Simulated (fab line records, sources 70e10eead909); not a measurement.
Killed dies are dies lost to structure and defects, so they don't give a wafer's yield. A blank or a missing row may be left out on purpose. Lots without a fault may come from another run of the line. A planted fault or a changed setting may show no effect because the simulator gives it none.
Chamber matching | flow nand_harc | NHARC_A_STAIRCASE_ETCH_169 on rie_diel-10: 4 sister chambers
The step etches the open film in CH3F/O2, target depth 50 nm, time 107.1 s. 8 wafers are shown with their chamber, then 6 later ones without.

WAFERS WITH THEIR CHAMBER
wafer  | chamber | showerhead_plenum_p_Torr (Torr) | throttle_valve_pct (%)
L749.3 | 0       | 2.47                            | 20.671
L748.4 | 0       | 2.47                            | 20.668
L751.2 | 3       | 2.30                            | 20.664
L751.5 | 1       | 2.54                            | 20.665
L750.5 | 2       | 2.41                            | 20.661
L750.6 | 1       | 2.53                            | 20.661
L753.1 | 2       | 2.41                            | 20.656
L753.3 | 3       | 2.30                            | 20.670

WAFERS WITHOUT THEIR CHAMBER
wafer  | showerhead_plenum_p_Torr (Torr) | throttle_valve_pct (%)
L753.5 | 2.47                            | 20.656
L762.1 | 2.46                            | 20.657
L762.4 | 2.46                            | 20.654
L762.5 | 2.40                            | 20.664
L764.1 | 2.53                            | 20.661
L764.2 | 2.40                            | 20.659

WHICH CHAMBER EACH WENT THROUGH
wafer  | from the rows above | in truth
L753.5 | 0                   | 0
L762.1 | 0                   | 0
L762.4 | 0                   | 0
L762.5 | 2                   | 2
L764.1 | 1                   | 1
L764.2 | 2                   | 2
Placed correctly: 6 of 6. Can't be placed from these rows: 0. Placed wrongly: 0.
How it was worked out, from the rows above alone: a wafer's distance from a chamber is the root of the sum, over the readings, of the square of ((its reading less the chamber's mean) divided by the reading's scatter). The wafer belongs to the nearest chamber; if the next one is less than 2 further off, it can't be placed. A chamber's mean is the mean of its shown wafers. The scatter: the root of (the sum of the squares of (reading less its chamber's mean) over the shown wafers, divided by (wafers less chambers)).
